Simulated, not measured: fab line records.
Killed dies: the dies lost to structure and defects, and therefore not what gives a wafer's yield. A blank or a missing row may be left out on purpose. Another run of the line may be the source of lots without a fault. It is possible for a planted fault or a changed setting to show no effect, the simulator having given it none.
Chamber matching -- flow n5 finfet -- N5_SDB_DESCUM_16 on rie diel-01 has 4 sister chambers
The step chemistry O2, time 7.9 s. 4 wafers are shown with their chamber, then 9 later ones without.

## WAFERS WITH THEIR CHAMBER
wafer,chamber,throttle valve pct (%)
L079.4,3,20.28
L080.1,2,20.75
L080.3,0,20.12
L080.6,1,20.45

## WAFERS WHOSE CHAMBER IS MISSING
wafer,throttle valve pct (%)
L082.1,20.13
L082.2,20.46
L082.4,20.29
L086.1,20.47
L086.3,20.16
L086.6,20.48
L093.1,20.49
L093.2,20.16
L093.4,20.30

## WHICH CHAMBER EACH WENT THROUGH
wafer,from the rows above,in truth
L082.1,0,0
L082.2,1,1
L082.4,3,3
L086.1,1,1
L086.3,0,0
L086.6,1,1
L093.1,1,1
L093.2,0,0
L093.4,3,3
Correct placement for 9 of the 9. Can't be placed from these rows: 0. Wrongly placed: 0.
How it was worked out, from the rows above alone: a wafer's distance from a chamber is the root of the sum, over the readings, of the square of ((its reading less the chamber's mean) divided by the reading's scatter). If the next closest chamber is less than 2 further off than the closest, the wafer can't be placed; otherwise it belongs to the closest. Each chamber's mean is taken over the wafers shown for it. The scatter (one wafer shown for each chamber): square how far every hidden wafer sits from the nearest shown wafer, average those squares and take the square root.
